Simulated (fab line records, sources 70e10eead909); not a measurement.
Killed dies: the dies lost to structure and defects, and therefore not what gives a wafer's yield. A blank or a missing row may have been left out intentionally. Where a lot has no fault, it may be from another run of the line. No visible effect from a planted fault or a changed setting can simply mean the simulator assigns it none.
fab line records    flow nand-harc
record: lots: 12  wafers: 36  last-day: 25
route steps=1159 shown HYBRID_BOND@1100 THIN_TSV@1125 END@1159
lots that met no fault: taken from a fault-free run of the same line
start-h: the number of hours between the record's first day and the start of the first shown wafer of the lot    wait-h: hours from the lot's prior step to this one    " the same as in the row above    L1.1+2: a row that stands for several wafers    - no value, or no start given    * or withheld: withheld    < > ~ a bound
route shown NAME@n: names a module that has steps shown in the file, with the first one's number in the route    usual: average and standard deviation across the fault-free wafers    same: alike in all rows    chamber/n: place in a boat    sites: readings site by site    _std_site: the standard deviation of these    _edge_site: mean of outer sites minus mean of inner sites    radius-mm: for every site, how far away it sits from the centre of the wafer    mask NAME#n: copy n    behind: the last tool/chamber to shape the wafer    hold: why the lot was held/for how many hours/how that ended    device: the n, p or np transistor that did not switch    end of line: the route-end tests of the same wafers    a step without rows: its recipe alone    killed: count of dies lost to structure and defects at first sort (not the wafer's yield)    map: per-die view of a wafer (x killed, . not killed, _ where there is no die)
set.NAME: the setting that was run; set.NAME@STEP: the one run at that earlier step    model.NAME: the simulator's own value behind a step, which no gauge read
route steps across a sampled set of lots; one table per step, one row per wafer
services: the hour from which a tool's chamber was out of use, counted from the record's first day as start-h (under 0 if before that day), plus the number of hours and why
== steps ==
step: NHARC_HYBRID_BOND_INSPECT_06
recipe: inspect-instrument: ir-void
usual: raw-defect-count: 30/12
lot.wafer  tool               chamber  start-h  wait-h  raw-defect-count
L897.2     defect-inspect-02  -        433.97   0.1     15
L897.4     "                  -        "        "       12
L897.5     "                  -        "        "       21
L898.1     defect-inspect-01  -        433.98   0.1     26
L898.3     "                  -        "        "       21
L898.6     "                  -        "        "       25
L896.1     defect-inspect-02  -        433.99   0.1     29
L896.2     "                  -        "        "       24
L896.6     "                  -        "        "       18
L900.1     defect-inspect-02  -        448.81   0.1     11
L900.2     "                  -        "        "       17
L900.4     "                  -        "        "       13
L903.2     defect-inspect-01  -        448.82   0.1     14
L903.4     "                  -        "        "       17
L903.5     "                  -        "        "       15
L901.1     defect-inspect-02  -        453.66   0.0     42
L901.3     "                  -        "        "       36
L901.6     "                  -        "        "       31
L902.1     defect-inspect-02  -        483.17   0.0     23
L902.5     "                  -        "        "       36
L902.6     "                  -        "        "       31
L905.2     defect-inspect-01  -        500.42   0.1     31
L905.3     "                  -        "        "       26
L905.4     "                  -        "        "       39
L913.1     defect-inspect-01  -        528.43   0.0     47
L913.3     "                  -        "        "       55
L913.5     "                  -        "        "       36
L912.1     defect-inspect-01  -        540.80   0.1     48
L912.2     "                  -        "        "       39
L912.4     "                  -        "        "       41
L918.1     defect-inspect-02  -        549.18   0.0     20
L918.5     "                  -        "        "       21
L918.6     "                  -        "        "       20
L917.1     defect-inspect-01  -        564.10   0.0     26
L917.4     "                  -        "        "       18
L917.6     "                  -        "        "       20
step: NHARC_THIN_TSV_ETCHBACK_48
recipe: target-depth-a: 10285  over-etch-frac: 0.3  time-s: 405.17  ion-energy-ev: 250  c4f8-flow-sccm: withheld  ar-flow-sccm: withheld  rf-w: 600  bias-w: 300  chemistry: C4F8/Ar
usual: oes-product-au: 0.95/0.034  rf-vpp-V: 548/3.1
lot.wafer  tool         chamber  start-h  wait-h  oes-product-au  rf-hours-counter-h  rf-vpp-V
L897.4     rie-diel-01  2        440.78   -       0.98            7                   553
L897.2     "            0        "        "       1.01            7                   550
L897.5     "            3        "        "       0.98            -                   545
L898.3     rie-diel-12  2        442.50   -       0.92            4                   545
L898.1     "            3        "        "       0.90            5                   540
L898.6     "            3        "        "       0.91            -                   540
L896.2     rie-diel-12  3        444.16   -       0.97            5                   541
L896.1     "            1        "        "       0.99            3                   546
L896.6     "            3        "        "       0.97            -                   541
L900.1     rie-diel-01  0        454.04   -       0.93            8                   551
L900.2     "            1        "        "       0.92            6                   549
L900.4     "            2        "        "       0.93            8                   553
L903.2     rie-diel-02  1        456.69   -       0.99            12                  543
L903.4     "            3        "        "       1.04            12                  547
L903.5     "            0        "        "       1.01            -                   551
L901.1     rie-diel-12  1        459.86   -       1.00            5                   546
L901.3     "            2        "        "       0.99            6                   545
L901.6     "            1        "        "       1.01            -                   547
L902.1     rie-diel-02  0        488.22   -       0.94            16                  551
L902.6     "            2        "        "       0.92            -                   551
L902.5     "            3        "        "       0.95            -                   549
L905.4     rie-diel-12  3        505.72   -       0.97            9                   542
L905.2     "            0        "        "       1.01            8                   546
L905.3     "            1        "        "       1.00            7                   548
L913.1     rie-diel-02  3        533.76   -       0.99            3                   546
L913.3     "            0        "        "       1.01            3                   552
L913.5     "            2        "        "       1.00            -                   551
L912.1     rie-diel-12  2        547.40   -       0.91            10                  544
L912.2     "            0        "        "       0.92            11                  547
L912.4     "            1        "        "       0.94            -                   546
L918.1     rie-diel-02  3        555.43   -       0.92            7                   548
L918.5     "            0        "        "       0.94            -                   551
L918.6     "            1        "        "       0.93            -                   545
L917.4     rie-diel-02  3        570.36   -       0.91            8                   548
L917.1     "            0        "        "       0.92            8                   550
L917.6     "            3        "        "       0.90            -                   548
step: NHARC_THIN_TSV_STRIP_56
recipe: power-w: 1500  temp-c: 250  chemistry: O2
usual: drypump-motor-current-A: 5.7/0.39  heater-power-w: 339/38
lot.wafer  tool             chamber  start-h  wait-h  drypump-motor-current-A  heater-power-w  rf-hours-counter-h
L897.2     plasma-asher-01  0        445.21   0.1     5.6                      319             54
L897.4     "                1        "        "       6.2                      355             -
L897.5     "                0        "        "       5.6                      336             -
L898.1     plasma-asher-01  1        446.84   0.1     6.2                      355             55
L898.3     "                1        "        "       6.2                      349             -
L898.6     "                0        "        "       5.5                      333             -
L896.2     plasma-asher-02  1        448.63   0.3     5.1                      283             25
L896.1     "                0        "        "       5.7                      390             25
L896.6     "                0        "        "       5.8                      403             -
L900.1     plasma-asher-02  1        459.69   0.6     5.1                      290             33
L900.2     "                0        "        "       5.7                      400             33
L900.4     "                1        "        "       5.1                      284             -
L903.2     plasma-asher-02  0        461.55   0.1     5.7                      384             35
L903.4     "                1        "        "       5.1                      291             -
L903.5     "                1        "        "       5.1                      295             -
L901.1     plasma-asher-01  0        464.62   0.1     5.5                      323             0
L901.3     "                1        "        "       6.2                      344             -
L901.6     "                1        "        "       6.2                      338             -
L902.1     plasma-asher-01  0        492.50   0.1     5.6                      324             9
L902.5     "                1        "        "       6.2                      335             -
L902.6     "                0        "        "       5.6                      323             -
L905.2     plasma-asher-01  0        510.04   0.1     5.5                      321             13
L905.3     "                0        "        "       5.5                      325             -
L905.4     "                1        "        "       6.2                      341             -
L913.1     plasma-asher-01  1        538.09   0.1     6.2                      334             23
L913.3     "                0        "        "       5.6                      318             -
L913.5     "                1        "        "       6.2                      349             -
L912.2     plasma-asher-01  1        551.78   0.1     6.2                      338             33
L912.1     "                0        "        "       5.5                      323             33
L912.4     "                0        "        "       5.6                      336             -
L918.1     plasma-asher-02  1        559.72   0.1     5.1                      281             6
L918.5     "                0        "        "       5.7                      432             -
L918.6     "                1        "        "       5.1                      281             -
L917.1     plasma-asher-02  1        574.74   0.1     5.1                      286             11
L917.4     "                1        "        "       5.1                      290             -
L917.6     "                0        "        "       5.7                      425             -
step: NHARC_THIN_TSV_STRIP_57
recipe: time-s: 1200  temp-c: 72.5  chemistry: post-etch-residue-remover
same: time-s: 1200
lot.wafer   tool          chamber  start-h  wait-h
L897.4+5+2  wet-bench-08  7,0,1    445.58   0.2
L898.6+3+1  wet-bench-08  2,3,5    447.16   0.1
L896.1+2+6  wet-bench-10  4,5,6    449.01   0.3
L900.1+2+4  wet-bench-08  6,0,2    460.04   0.3
L903.4+2+5  wet-bench-10  0,3,5    461.90   0.2
L901.1+6+3  wet-bench-10  6,2,3    464.92   0.3
L902.6+1+5  wet-bench-08  0,1,2    492.83   0.1
L905.3+4+2  wet-bench-10  3,4,5    510.43   0.2
L913.3+5+1  wet-bench-10  6,7,2    538.45   0.2
L912.1+4+2  wet-bench-10  6,2,3    552.12   0.3
L918.6+1+5  wet-bench-08  5,6,0    560.03   0.1
L917.4+1+6  wet-bench-08  6,1,2    575.04   0.2
step: NHARC_THIN_TSV_INSPECT_40
usual: raw-defect-count: 464/85
lot.wafer  tool               chamber  start-h  wait-h  raw-defect-count
L897.2     defect-inspect-01  -        447.79   0.4     523
L897.4     "                  -        "        "       429
L897.5     "                  -        "        "       427
L898.1     defect-inspect-01  -        452.01   0.4     535
L898.3     "                  -        "        "       478
L898.6     "                  -        "        "       459
L896.1     defect-inspect-02  -        452.01   0.4     363
L896.2     "                  -        "        "       389
L896.6     "                  -        "        "       526
L900.1     defect-inspect-01  -        466.19   0.4     379
L900.2     "                  -        "        "       395
L900.4     "                  -        "        "       405
L903.2     defect-inspect-01  -        466.19   0.4     411
L903.4     "                  -        "        "       476
L903.5     "                  -        "        "       445
L901.1     defect-inspect-02  -        469.81   0.4     354
L901.3     "                  -        "        "       464
L901.6     "                  -        "        "       438
L902.1     defect-inspect-02  -        497.68   0.4     403
L902.5     "                  -        "        "       709
L902.6     "                  -        "        "       420
L905.2     defect-inspect-02  -        515.10   0.4     530
L905.3     "                  -        "        "       522
L905.4     "                  -        "        "       513
L913.1     defect-inspect-01  -        543.09   0.4     395
L913.3     "                  -        "        "       354
L913.5     "                  -        "        "       405
L912.1     defect-inspect-02  -        555.40   0.4     429
L912.2     "                  -        "        "       945
L912.4     "                  -        "        "       415
L918.1     defect-inspect-01  -        563.85   0.4     414
L918.5     "                  -        "        "       513
L918.6     "                  -        "        "       490
L917.1     defect-inspect-01  -        578.47   0.4     499
L917.4     "                  -        "        "       558
L917.6     "                  -        "        "       425
step: NHARC_END_SORT_01
recipe: temp-c: 25
usual: defect-limited-yield: 95.8/1.3  killed-at-array: 24/8.7  killed-at-other: 0.8/1.2  killed-at-periphery: 3.6/2.3  killed-dies: 28/8.9  killed-open: 3.2/1.9  killed-short: 2.0/1.6  sort_bin_2_pct: 1.3/0.57  sort_bin_3_pct: 0.22/0.19  sort_bin_4_pct: 2.7/0.89  sort-n-pass: 649/8.9  sort-rim-yield-pct: 95/3.1  sort-yield-pct: 95.8/1.3
same: gross-dies: 677  sort_bin_5_pct[%]: 0  sort_bin_6_pct[%]: 0  sort_bin_7_pct[%]: 0  sort_bin_8_pct[%]: 0  sort-rim-n-gross: 106.00
lot.wafer  tool       chamber  start-h  wait-h  defect-limited-yield[%]  killed-at-array  killed-at-other  killed-at-periphery  killed-dies  killed-open  killed-short  sort_bin_2_pct[%]  sort_bin_3_pct[%]  sort_bin_4_pct[%]  sort-n-pass  sort-rim-yield-pct[%]  sort-yield-pct[%]
L897.2     prober-01  0        465.41   2.8     98.2                     12               0                0                    12           1            0             0.3                0.15               1.3                665          97                     98.2
L897.4     prober-01  0        467.01   3.4     97.8                     14               0                1                    15           3            2             1.6                0                  0.6                662          95                     97.8
L897.5     prober-01  0        467.80   3.7     97.3                     18               0                0                    18           2            0             0.6                0.30               1.8                659          97                     97.3
L898.1     prober-01  0        472.38   2.5     95.3                     26               1                5                    32           3            6             1.3                0.30               3.1                645          97                     95.3
L898.3     prober-01  0        473.97   3.1     97.2                     18               0                1                    19           5            1             0.9                0.15               1.8                658          93                     97.2
L898.6     prober-01  0        476.35   4.0     96.8                     17               0                5                    22           6            0             0.9                0.30               2.1                655          92                     96.8
L900.1     prober-01  0        480.09   2.5     97.9                     10               0                4                    14           5            0             1.0                0                  1.0                663          98                     97.9
L900.2     prober-01  0        480.89   2.8     97.5                     13               0                4                    17           4            1             0.6                0.15               1.8                660          98                     97.5
L900.4     prober-01  0        482.49   3.4     97.6                     11               1                4                    16           4            1             1.0                0                  1.3                661          99                     97.6
L905.2     prober-02  0        518.97   2.8     94.5                     27               4                6                    37           5            3             1.5                0.44               3.5                640          97                     94.5
L905.3     prober-02  0        519.78   3.1     96.6                     18               2                3                    23           5            2             1.3                0                  2.1                654          94                     96.6
L905.4     prober-02  0        520.59   3.4     94.2                     29               3                7                    39           2            2             2.1                0                  3.7                638          94                     94.2
L912.1     prober-02  0        561.88   2.5     93.6                     37               0                6                    43           0            3             0.7                0.74               4.9                634          95                     93.6
L912.2     prober-02  0        562.67   2.8     90.5                     21               34               9                    64           3            1             4.1                1.62               3.7                613          83                     90.5
L912.4     prober-02  0        564.24   3.4     96.0                     23               0                4                    27           1            2             1.3                0.15               2.5                650          92                     96.0
L917.1     prober-02  0        585.23   2.5     95.6                     25               3                2                    30           4            1             1.9                0.15               2.4                647          94                     95.6
L917.4     prober-02  0        587.64   3.4     96.8                     15               3                4                    22           3            2             0.7                0.15               2.4                655          94                     96.8
L917.6     prober-02  0        589.24   4.0     96.8                     16               3                3                    22           3            0             0.9                0.15               2.2                655          92                     96.8
killed by level:class
L897.2 A_SLIT:chamber-film-flake=5 A_STAIRCASE:chamber-film-flake=3 A_CONTACT:chamber-film-flake=2 A_CONTACT:geometric-particle:open=1 A_CHANNEL_HOLE_D1:chamber-film-flake=1
L897.4 A_CHANNEL_HOLE_D1:chamber-film-flake=4 A_SLIT:chamber-film-flake=3 A_CHANNEL_FILL_D1:geometric-particle:open=1 A_SGD_CUT:geometric-particle:open=1 A_WL_FILL:geometric-particle:short=1 A_CONTACT:geometric-particle:open=1 A_CONTACT:geometric-particle:short=1 P_ZERO_WELL:chamber-film-flake=1
L897.5 A_SLIT:chamber-film-flake=8 A_CHANNEL_HOLE_D1:chamber-film-flake=5 A_CONTACT:chamber-film-flake=2 A_ONON_D1:geometric-particle:open=1 A_CHANNEL_HOLE_D1:geometric-particle:open=1 A_STAIRCASE:chamber-film-flake=1
L898.1 A_SLIT:chamber-film-flake=7 A_CHANNEL_HOLE_D1:chamber-film-flake=4 A_CONTACT:chamber-film-flake=4 A_STAIRCASE:chamber-film-flake=3 P_M1:chamber-film-flake=2 P_CONTACT:geometric-particle:short=1 A_ONON_D1:geometric-particle:open=1 A_ONON_D1:geometric-particle:short=1
L898.3 A_SLIT:chamber-film-flake=6 A_STAIRCASE:chamber-film-flake=3 A_CONTACT:chamber-film-flake=2 P_GATE:geometric-particle:short=1 A_CHANNEL_HOLE_D1:geometric-particle:open=1 A_CHANNEL_FILL_D1:geometric-particle:open=1 A_SGD_CUT:geometric-particle:open=1 A_BLC:geometric-particle:open=1
L898.6 A_SLIT:chamber-film-flake=6 A_CHANNEL_HOLE_D1:chamber-film-flake=2 A_STAIRCASE:chamber-film-flake=2 A_CONTACT:chamber-film-flake=2 P_GATE:geometric-particle:open=1 P_CONTACT:geometric-particle:open=1 P_M2:geometric-particle:open=1 A_CHANNEL_HOLE_D1:geometric-particle:open=1
L900.1 A_CHANNEL_HOLE_D1:chamber-film-flake=4 A_CONTACT:geometric-particle:open=2 P_STI:chamber-film-flake=2 P_CONTACT:geometric-particle:open=1 A_SGD_CUT:geometric-particle:open=1 A_M1:geometric-particle:open=1 P_ZERO_WELL:chamber-film-flake=1 A_STAIRCASE:chamber-film-flake=1
L900.2 A_STAIRCASE:chamber-film-flake=7 A_CHANNEL_HOLE_D1:chamber-film-flake=3 A_SGD_CUT:geometric-particle:open=2 P_GATE:geometric-particle:short=1 P_CONTACT:geometric-particle:open=1 P_M2:geometric-particle:open=1 P_STI:chamber-film-flake=1 A_CONTACT:chamber-film-flake=1
L900.4 A_CHANNEL_HOLE_D1:chamber-film-flake=5 P_STI:chamber-film-flake=3 A_CONTACT:geometric-particle:open=2 P_M1:geometric-particle:open=1 A_M1:geometric-particle:open=1 STARTING-WAFER:geometric-particle:short=1 A_STAIRCASE:chamber-film-flake=1 A_SLIT:chamber-film-flake=1
L905.2 A_SLIT:chamber-film-flake=15 A_CONTACT:chamber-film-flake=4 THIN_TSV:chamber-film-flake=4 A_CHANNEL_HOLE_D1:chamber-film-flake=3 P_STI:geometric-particle:short=1 P_CONTACT:geometric-particle:open=1 P_M0:geometric-particle:short=1 P_M1:geometric-particle:open=1
L905.3 A_SLIT:chamber-film-flake=8 A_CONTACT:chamber-film-flake=3 A_BLC:geometric-particle:open=2 A_CHANNEL_HOLE_D1:chamber-film-flake=2 P_M0:geometric-particle:short=1 P_M2:geometric-particle:open=1 A_CHANNEL_HOLE_D1:geometric-particle:short=1 A_CHANNEL_FILL_D1:geometric-particle:open=1
L905.4 A_SLIT:chamber-film-flake=12 A_CHANNEL_HOLE_D1:chamber-film-flake=8 A_CONTACT:chamber-film-flake=4 P_GATE:chamber-film-flake=3 THIN_TSV:chamber-film-flake=3 P_STI:chamber-film-flake=2 A_WL_FILL:chamber-film-flake=2 P_M0:geometric-particle:open=1
L912.1 A_SLIT:chamber-film-flake=19 A_BLC:chamber-film-flake=6 A_CHANNEL_HOLE_D1:chamber-film-flake=3 A_CONTACT:chamber-film-flake=3 P_ZERO_WELL:chamber-film-flake=2 P_M0:chamber-film-flake=2 A_BONDPAD:chamber-film-flake=2 A_STAIRCASE:geometric-particle:short=1
L912.2 THIN_TSV:unspecified=34 A_SLIT:chamber-film-flake=8 A_CHANNEL_HOLE_D1:chamber-film-flake=6 P_M0:chamber-film-flake=4 P_ZERO_WELL:chamber-film-flake=3 A_M0:geometric-particle:open=2 A_CONTACT:chamber-film-flake=2 P_M2:geometric-particle:open=1
L912.4 A_SLIT:chamber-film-flake=10 A_BLC:chamber-film-flake=5 A_CHANNEL_HOLE_D1:chamber-film-flake=3 P_ZERO_WELL:chamber-film-flake=2 A_CONTACT:chamber-film-flake=2 A_STAIRCASE:geometric-particle:open=1 A_WL_FILL:geometric-particle:short=1 P_GATE:chamber-film-flake=1
L917.1 A_CHANNEL_HOLE_D1:chamber-film-flake=12 A_CONTACT:chamber-film-flake=6 THIN_TSV:chamber-film-flake=2 P_M0:geometric-particle:open=1 A_SOURCE_PLATE:geometric-particle:open=1 A_SGD_CUT:geometric-particle:open=1 A_M0:geometric-particle:short=1 P_STI:chamber-film-flake=1
L917.4 A_CHANNEL_HOLE_D1:chamber-film-flake=8 THIN_TSV:chamber-film-flake=3 P_M1:geometric-particle:open=2 P_ZERO_WELL:chamber-film-flake=2 A_STAIRCASE:chamber-film-flake=2 A_SOURCE_PLATE:geometric-particle:short=1 A_CHANNEL_HOLE_D1:geometric-particle:short=1 A_BLC:geometric-particle:open=1
L917.6 A_CHANNEL_HOLE_D1:chamber-film-flake=8 A_STAIRCASE:chamber-film-flake=4 THIN_TSV:chamber-film-flake=3 A_CONTACT:chamber-film-flake=2 P_GATE:geometric-particle:open=1 A_CONTACT:geometric-particle:open=1 A_M0:geometric-particle:open=1 P_STI:chamber-film-flake=1
== services ==
tool             chamber  start-h  hours  kind
wet-bench-10     -        423.20   8.0    pm
wet-bench-10     0        431.20   -      consumable-replace:bath
wet-bench-10     0        431.20   -      consumable-replace:filter
wet-bench-10     1        431.20   -      consumable-replace:bath
wet-bench-10     1        431.20   -      consumable-replace:filter
wet-bench-10     2        431.20   -      consumable-replace:bath
wet-bench-10     2        431.20   -      consumable-replace:filter
wet-bench-10     3        431.20   -      consumable-replace:bath
wet-bench-10     3        431.20   -      consumable-replace:filter
wet-bench-10     4        431.20   -      consumable-replace:bath
wet-bench-10     4        431.20   -      consumable-replace:filter
wet-bench-10     5        431.20   -      consumable-replace:bath
wet-bench-10     5        431.20   -      consumable-replace:filter
plasma-asher-01  -        453.17   9.0    pm
plasma-asher-01  0        453.17   9.0    vent-cycle
plasma-asher-01  1        453.17   9.0    vent-cycle
plasma-asher-01  0        462.17   -      clean
plasma-asher-01  1        462.17   -      clean
rie-diel-01      -        491.84   9.0    pm
rie-diel-02      -        505.00   9.0    pm
rie-diel-01      2        507.48   4.4    repair
plasma-asher-02  -        537.08   9.0    pm
rie-diel-12      3        537.28   29.8   repair
rie-diel-12      -        556.41   9.0    pm
== key ==
first-sign: step: NHARC_THIN_TSV_INSPECT_40  reading: raw-defect-count  direction: up  sigmas: 5.7  usual: 464  struck: 945
effect: step: NHARC_END_SORT_01  reading: killed-at-other  direction: up  sigmas: 28  usual: 0.8  struck: 34
more-kills-born-at: NHARC_THIN_TSV_STRIP_57@wet-bench-10: 34
met-at NHARC_THIN_TSV_STRIP_57
struck-lots L912
struck-wafers L912.2
not-acting-at NHARC_HYBRID_BOND_INSPECT_06,NHARC_THIN_TSV_ETCHBACK_48,NHARC_THIN_TSV_STRIP_56
onset-between 510.43 552.12
fault: kind: chamber-particle-source  tool: wet-bench-10  chamber: 3  onset-h: 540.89  steps: NHARC_THIN_TSV_STRIP_57  rate-per-visit-cm2: 0.81426  end-h: 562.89
